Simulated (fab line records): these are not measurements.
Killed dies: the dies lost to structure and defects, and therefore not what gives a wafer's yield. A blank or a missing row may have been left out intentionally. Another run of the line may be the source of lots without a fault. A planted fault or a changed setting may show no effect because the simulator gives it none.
fab line records -- flow nand-harc
record lots=12, wafers=36, last-day=33
route steps=1302 shown A_WL_FILL@975 A_CONTACT@994
lots with no fault: from the same line, run without faults
start-h: start of the lot's first displayed wafer, in hours after the record's first day -- wait-h: how many hours have passed since the lot's step before this one -- " the same as in the row above -- L1.1+2: a row that stands for several wafers -- - no value, or no start was given -- * or withheld: withheld -- < > ~ a bound
route shown NAME@n: NAME is a module with steps in the file, n the number in the route of the first one -- usual: average and standard deviation across the fault-free wafers -- same: alike in all rows -- chamber/n: place in a boat -- sites: the reading at each site -- _std_site: their standard deviation -- _edge_site: inner sites' mean taken away from outer sites' mean -- radius-mm: for every site, how far away it sits from the centre of the wafer -- mask NAME#n: copy n -- behind: the tool/chamber that last shaped the wafer -- hold: why the lot was held/for how many hours/how that ended -- device: names the non-switching transistor (n, p or np) -- end of line: tests of these same wafers at the route's end -- step lacking rows: just its recipe -- killed: count of dies lost to structure and defects at first sort (not the wafer's yield) -- map: shows each die of a wafer: x if killed, . if not, _ if none is there
set.NAME: the setting the step ran with; set.NAME@STEP: the setting that earlier step ran with -- model.NAME: the simulator's own value behind a step, which no gauge read
the route's steps for a sample of lots (tables are steps, rows are wafers)
services: when a tool's chamber went out of use (start-h, in hours from the record's first day, below 0 if earlier), for how many hours, and the reason
## steps
# step NHARC_A_WL_FILL_ALD_19
# recipe target-thk-a=20, pulse-time-s=3, ald-cycles=100, temp-c=450, material=TiN
# usual heater-power-w=1068/85, precursor-pulse-height-rel=0.999/0.022
lot.wafer,tool,chamber,start-h,wait-h,heater-power-w,precursor-pulse-height-rel
L295.3,ald-metal-02,0,521.40,0.1,1054,1.015
L295.2,ald-metal-02,2,521.40,0.1,1020,0.996
L295.6,ald-metal-02,1,521.40,0.1,1106,0.995
L296.1,ald-metal-01,0,521.42,0.1,1176,1.008
L296.3,ald-metal-01,2,521.42,0.1,920,0.993
L296.6,ald-metal-01,0,521.42,0.1,1165,0.993
L298.3,ald-metal-01,1,538.07,0.1,1101,1.032
L298.6,ald-metal-01,0,538.07,0.1,1109,1.008
L298.5,ald-metal-01,1,538.07,0.1,1104,0.993
L299.4,ald-metal-02,0,549.29,0.1,1067,1.000
L299.1,ald-metal-02,3,549.29,0.1,1103,0.977
L299.6,ald-metal-02,1,549.29,0.1,1120,0.990
L300.2,ald-metal-02,0,571.62,0.1,1040,1.005
L300.1,ald-metal-02,3,571.62,0.1,1113,1.010
L300.5,ald-metal-02,1,571.62,0.1,1159,0.984
L301.4,ald-metal-01,1,571.64,0.1,1067,0.986
L301.1,ald-metal-01,3,571.64,0.1,1179,0.979
L301.5,ald-metal-01,0,571.64,0.1,1112,1.047
L302.1,ald-metal-02,3,599.38,0.1,1122,1.002
L302.3,ald-metal-02,1,599.38,0.1,1103,0.984
L302.6,ald-metal-02,3,599.38,0.1,1143,1.010
L304.2,ald-metal-03,1,611.70,0.2,1166,0.999
L304.4,ald-metal-03,0,611.70,0.2,916,1.005
L304.6,ald-metal-03,1,611.70,0.2,1160,1.013
L305.1,ald-metal-01,3,616.45,0.1,1186,0.939
L305.4,ald-metal-01,0,616.45,0.1,1112,0.981
L305.5,ald-metal-01,0,616.45,0.1,1132,0.978
L307.2,ald-metal-03,2,643.33,0.1,1069,0.983
L307.1,ald-metal-03,3,643.33,0.1,953,0.991
L307.4,ald-metal-03,0,643.33,0.1,922,0.989
L311.4,ald-metal-02,1,659.38,0.1,1047,0.984
L311.1,ald-metal-02,0,659.38,0.1,1013,0.983
L311.6,ald-metal-02,1,659.38,0.1,1082,0.998
L315.1,ald-metal-03,0,710.89,0.1,912,0.997
L315.2,ald-metal-03,1,710.89,0.1,1158,0.976
L315.4,ald-metal-03,2,710.89,0.1,1115,1.041
# step NHARC_A_CONTACT_EXPOSE_39
# recipe na=1.35, sigma-outer=0.8, dose-mj=58.79, mask-id=A_CC_3
# usual exposure-dose-mJ-cm2=58.80/0.057
lot.wafer,tool,chamber,start-h,wait-h,mask,exposure-dose-mJ-cm2
L296.1,arfi-scanner-03,0,527.79,-,A_CC_3#0,58.82
L296.3,arfi-scanner-03,0,527.79,-,A_CC_3#0,58.79
L296.6,arfi-scanner-03,0,527.79,-,A_CC_3#0,58.74
L295.2,arfi-scanner-02,0,527.95,-,A_CC_3#0,58.84
L295.3,arfi-scanner-02,0,527.95,-,A_CC_3#0,58.72
L295.6,arfi-scanner-02,0,527.95,-,A_CC_3#0,58.87
L298.3,arfi-scanner-01,0,547.58,-,A_CC_3#0,58.80
L298.5,arfi-scanner-01,0,547.58,-,A_CC_3#0,58.73
L298.6,arfi-scanner-01,0,547.58,-,A_CC_3#0,58.83
L299.1,arfi-scanner-01,0,555.47,-,A_CC_3#0,58.92
L299.4,arfi-scanner-01,0,555.47,-,A_CC_3#0,58.83
L299.6,arfi-scanner-01,0,555.47,-,A_CC_3#0,58.88
L300.1,arfi-scanner-02,0,578.16,-,A_CC_3#0,58.89
L300.2,arfi-scanner-02,0,578.16,-,A_CC_3#0,58.90
L300.5,arfi-scanner-02,0,578.16,-,A_CC_3#0,58.80
L301.1,arfi-scanner-03,0,579.41,-,A_CC_3#0,58.91
L301.4,arfi-scanner-03,0,579.41,-,A_CC_3#0,58.88
L301.5,arfi-scanner-03,0,579.41,-,A_CC_3#0,58.82
L302.1,arfi-scanner-01,0,605.71,-,A_CC_3#0,58.76
L302.3,arfi-scanner-01,0,605.71,-,A_CC_3#0,58.79
L302.6,arfi-scanner-01,0,605.71,-,A_CC_3#0,58.77
L304.2,arfi-scanner-02,0,623.53,-,A_CC_3#0,58.75
L304.4,arfi-scanner-02,0,623.53,-,A_CC_3#0,58.78
L304.6,arfi-scanner-02,0,623.53,-,A_CC_3#0,58.80
L305.1,arfi-scanner-03,0,627.67,-,A_CC_3#0,58.86
L305.4,arfi-scanner-03,0,627.67,-,A_CC_3#0,58.90
L305.5,arfi-scanner-03,0,627.67,-,A_CC_3#0,58.80
L307.1,arfi-scanner-01,0,649.68,-,A_CC_3#0,58.78
L307.2,arfi-scanner-01,0,649.68,-,A_CC_3#0,58.75
L307.4,arfi-scanner-01,0,649.68,-,A_CC_3#0,58.85
L311.1,arfi-scanner-03,0,669.40,-,A_CC_3#0,81.97
L311.4,arfi-scanner-03,0,669.40,-,A_CC_3#0,81.90
L311.6,arfi-scanner-03,0,669.40,-,A_CC_3#0,81.95
L315.1,arfi-scanner-03,0,717.24,-,A_CC_3#0,77.27
L315.2,arfi-scanner-03,0,717.24,-,A_CC_3#0,77.31
L315.4,arfi-scanner-03,0,717.24,-,A_CC_3#0,77.28
# step NHARC_A_CONTACT_CD_MEAS_42
# recipe target-cd-nm=300, landing-energy-ev=500
# usual cd-nm=299.6/0.6
lot.wafer,tool,chamber,start-h,wait-h,cd-nm
L296.1,cd-sem-03,0,527.93,-,300.1
L296.3,cd-sem-03,0,527.93,-,300.2
L296.6,cd-sem-03,0,527.93,-,299.7
L295.2,cd-sem-02,0,528.09,-,298.5
L295.3,cd-sem-02,0,528.09,-,299.4
L295.6,cd-sem-02,0,528.09,-,298.6
L298.3,cd-sem-01,0,547.71,-,299.5
L298.5,cd-sem-01,0,547.71,-,299.5
L298.6,cd-sem-01,0,547.71,-,299.6
L299.1,cd-sem-03,0,555.61,-,299.9
L299.4,cd-sem-03,0,555.61,-,299.9
L299.6,cd-sem-03,0,555.61,-,300.0
L300.1,cd-sem-01,0,578.30,-,299.7
L300.2,cd-sem-01,0,578.30,-,299.8
L300.5,cd-sem-01,0,578.30,-,299.7
L301.1,cd-sem-02,0,579.55,-,299.6
L301.4,cd-sem-02,0,579.55,-,298.8
L301.5,cd-sem-02,0,579.55,-,298.9
L302.1,cd-sem-01,0,605.85,-,298.9
L302.3,cd-sem-01,0,605.85,-,298.8
L302.6,cd-sem-01,0,605.85,-,299.4
L304.2,cd-sem-02,0,623.67,-,299.5
L304.4,cd-sem-02,0,623.67,-,299.2
L304.6,cd-sem-02,0,623.67,-,298.9
L305.1,cd-sem-03,0,627.81,-,300.0
L305.4,cd-sem-03,0,627.81,-,300.2
L305.5,cd-sem-03,0,627.81,-,299.1
L307.1,cd-sem-01,0,649.82,-,299.0
L307.2,cd-sem-01,0,649.82,-,298.8
L307.4,cd-sem-01,0,649.82,-,299.9
L311.1,cd-sem-02,0,669.54,-,317.8
L311.4,cd-sem-02,0,669.54,-,318.4
L311.6,cd-sem-02,0,669.54,-,318.4
L315.1,cd-sem-01,0,717.38,-,314.0
L315.2,cd-sem-01,0,717.38,-,315.0
L315.4,cd-sem-01,0,717.38,-,315.0
# step NHARC_A_CONTACT_OVL_MEAS_43
# usual overlay-x-nm=-0.1/0.78, overlay-y-nm=0.0/0.81
lot.wafer,tool,chamber,start-h,wait-h,overlay-x-nm,overlay-y-nm
L296.1,overlay-02,-,528.02,-,0.0,-1.7
L296.3,overlay-02,-,528.02,-,-0.7,-1.8
L296.6,overlay-02,-,528.02,-,0.1,-1.4
L295.2,overlay-01,-,528.17,-,1.8,0.2
L295.3,overlay-01,-,528.17,-,0.8,0.7
L295.6,overlay-01,-,528.17,-,1.5,0.7
L298.3,overlay-01,-,547.80,-,-0.7,-0.3
L298.5,overlay-01,-,547.80,-,-0.9,-0.2
L298.6,overlay-01,-,547.80,-,-0.8,0.2
L299.1,overlay-02,-,555.70,-,-0.4,-1.6
L299.4,overlay-02,-,555.70,-,-0.7,-1.0
L299.6,overlay-02,-,555.70,-,-0.8,-1.8
L300.1,overlay-02,-,578.39,-,0.2,0.7
L300.2,overlay-02,-,578.39,-,0.7,0.3
L300.5,overlay-02,-,578.39,-,0.5,0.4
L301.1,overlay-01,-,579.64,-,-0.6,0.3
L301.4,overlay-01,-,579.64,-,-0.4,0.2
L301.5,overlay-01,-,579.64,-,-0.6,0.1
L302.1,overlay-01,-,605.94,-,0.1,0.0
L302.3,overlay-01,-,605.94,-,0.2,0.2
L302.6,overlay-01,-,605.94,-,-0.1,0.2
L304.2,overlay-02,-,623.75,-,-0.5,-1.3
L304.4,overlay-02,-,623.75,-,-0.4,-0.2
L304.6,overlay-02,-,623.75,-,-0.7,-1.2
L305.1,overlay-01,-,627.89,-,0.4,-0.4
L305.4,overlay-01,-,627.89,-,0.4,0.1
L305.5,overlay-01,-,627.89,-,0.7,-0.6
L307.1,overlay-01,-,649.91,-,-0.1,-0.4
L307.2,overlay-01,-,649.91,-,0.1,0.0
L307.4,overlay-01,-,649.91,-,-0.2,-0.7
L311.1,overlay-02,-,669.63,-,0.2,-0.2
L311.4,overlay-02,-,669.63,-,-0.1,-0.4
L311.6,overlay-02,-,669.63,-,0.6,-0.3
L315.1,overlay-02,-,717.46,-,-0.1,1.1
L315.2,overlay-02,-,717.46,-,-0.2,1.0
L315.4,overlay-02,-,717.46,-,-1.1,1.3
# step NHARC_A_CONTACT_DESCUM_47
# recipe time-s=3, o2-flow-sccm=200, ar-flow-sccm=0, bias-power-w=0, chemistry=O2
# usual drypump-motor-current-A=5.9/0.51, oes-product-au=0.998/0.011, rf-vpp-V=58.0/0.89, showerhead-plenum-p-Torr=1.92/0.085, throttle-valve-pct=11.310/0.0086
lot.wafer,tool,chamber,start-h,wait-h,drypump-motor-current-A,oes-product-au,rf-hours-counter-h,rf-vpp-V,showerhead-plenum-p-Torr,throttle-valve-pct
L296.1,rie-diel-08,0,528.12,0.1,5.6,1.006,27,57.4,1.85,11.315
L296.3,rie-diel-08,3,528.12,0.1,6.5,0.996,29,59.0,1.89,11.311
L296.6,rie-diel-08,0,528.12,0.1,5.6,1.003,-,56.2,1.85,11.304
L295.2,rie-diel-08,3,528.28,0.1,6.4,1.000,29,59.0,1.89,11.332
L295.3,rie-diel-08,1,528.28,0.1,6.6,0.985,23,57.9,1.88,11.306
L295.6,rie-diel-08,2,528.28,0.1,5.7,0.973,-,58.3,1.85,11.301
L298.3,rie-diel-01,0,547.91,0.1,5.7,1.018,62,55.7,1.92,11.308
L298.5,rie-diel-01,2,547.91,0.1,5.9,0.992,-,59.5,1.88,11.313
L298.6,rie-diel-01,3,547.91,0.1,5.8,1.005,-,57.6,1.80,11.312
L299.1,rie-diel-08,3,555.80,0.1,6.5,0.988,0,57.1,1.89,11.322
L299.4,rie-diel-08,2,555.80,0.1,5.7,0.980,0,57.0,1.85,11.304
L299.6,rie-diel-08,0,555.80,0.1,5.6,1.002,-,58.0,1.85,11.308
L300.2,rie-diel-01,0,578.48,0.1,5.7,1.007,2,58.3,1.92,11.296
L300.1,rie-diel-01,1,578.48,0.1,5.6,0.999,1,57.5,1.98,11.309
L300.5,rie-diel-01,0,578.48,0.1,5.7,1.008,-,58.0,1.92,11.308
L301.4,rie-diel-08,3,579.74,0.1,6.5,0.989,6,58.1,1.88,11.297
L301.1,rie-diel-08,0,579.74,0.1,5.6,0.988,5,58.8,1.85,11.313
L301.5,rie-diel-08,0,579.74,0.1,5.6,0.989,-,57.7,1.85,11.319
L302.1,rie-diel-08,3,606.04,0.1,6.5,1.002,9,58.9,1.88,11.302
L302.3,rie-diel-08,1,606.04,0.1,6.6,0.987,9,58.5,1.88,11.302
L302.6,rie-diel-08,2,606.04,0.1,5.7,0.977,-,57.0,1.85,11.315
L304.4,rie-diel-04,1,623.85,0.1,5.8,0.999,25,57.6,1.87,11.316
L304.2,rie-diel-04,2,623.85,0.1,5.1,0.995,28,57.9,2.03,11.309
L304.6,rie-diel-04,1,623.85,0.1,5.8,0.988,-,59.0,1.87,11.313
L305.4,rie-diel-04,3,628.00,0.1,5.5,1.000,33,58.2,2.07,11.317
L305.1,rie-diel-04,0,628.00,0.1,6.7,1.020,30,58.2,2.05,11.299
L305.5,rie-diel-04,3,628.00,0.1,5.5,1.003,-,58.9,2.07,11.309
L307.1,rie-diel-08,1,650.15,0.2,6.7,0.993,18,57.2,1.88,11.312
L307.4,rie-diel-08,2,650.15,0.2,5.7,0.987,17,57.6,1.84,11.297
L307.2,rie-diel-08,3,650.15,0.2,6.4,1.003,17,58.3,1.88,11.293
L311.1,rie-diel-08,3,669.72,0.1,6.5,1.005,22,57.5,1.88,11.307
L311.4,rie-diel-08,2,669.72,0.1,5.7,0.994,21,58.3,1.84,11.327
L311.6,rie-diel-08,0,669.72,0.1,5.6,1.006,-,57.1,1.85,11.302
L315.4,rie-diel-08,2,717.56,0.1,5.7,0.969,29,58.1,1.84,11.313
L315.1,rie-diel-08,3,717.56,0.1,6.5,1.001,31,57.0,1.88,11.302
L315.2,rie-diel-08,1,717.56,0.1,6.6,0.989,29,57.5,1.87,11.313
## services
tool,chamber,start-h,hours,kind
ald-metal-01,-,526.00,10.0,pm
ald-metal-02,-,530.55,0.7,repair
rie-diel-08,-,545.31,9.0,pm
ald-metal-01,-,550.68,1.4,repair
arfi-scanner-03,-,551.54,4.0,pm
arfi-scanner-01,-,551.87,2.6,repair
arfi-scanner-03,-,562.37,7.1,repair
ald-metal-03,-,562.51,1.2,repair
arfi-scanner-01,-,566.28,0.2,repair
ald-metal-03,-,568.08,10.0,pm
arfi-scanner-02,-,572.82,3.3,repair
arfi-scanner-01,-,596.00,4.0,pm
ald-metal-01,0,602.75,2.3,repair
ald-metal-03,2,606.35,20.1,repair
ald-metal-02,-,610.00,10.0,pm
ald-metal-01,2,643.23,15.6,repair
ald-metal-02,2,681.42,2.8,repair
ald-metal-02,-,682.30,0.6,repair
arfi-scanner-03,-,684.74,3.3,repair
ald-metal-01,-,685.11,0.9,repair
arfi-scanner-03,-,697.17,4.1,repair
ald-metal-01,-,704.00,10.0,pm
arfi-scanner-01,-,709.32,0.6,repair
rie-diel-08,1,709.58,7.9,repair
## key
first-sign step=NHARC_A_CONTACT_EXPOSE_39, reading=exposure-dose-mJ-cm2, direction=up, sigmas=99+, usual=58.80, struck=79.61
effect step=NHARC_A_CONTACT_CD_MEAS_42, reading=cd-nm, direction=up, sigmas=28, usual=299.6, struck=316.4, through=control-loop
met-at NHARC_A_CONTACT_EXPOSE_39
struck-lots L311,L315
tester-left-out L311,L315
loop-trim step=NHARC_A_CONTACT_EXPOSE_39, setting=dose, lots=L315
not-acting-at NHARC_A_WL_FILL_ALD_19,NHARC_A_CONTACT_OVL_MEAS_43,NHARC_A_CONTACT_DESCUM_47
onset-between 627.67 669.40
fault kind=process-parameter-drift, tool=arfi-scanner-03, chamber=-, onset-h=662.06, steps=NHARC_A_CONTACT_EXPOSE_39, channel=dose-mj, offset=23.159, shape=step, acts-in=these-recipes-only, stated=58.79
# tester-left-out: of these lots the tester's yield and bins aren't shown, on N5 and GAA mostly nor the transistor test; their killed dies are dies lost to structure and defects alone, not to doping, threshold or leakage, so they don't give the yield
# loop-trim: a control loop set the setting to another value than it would have without faults
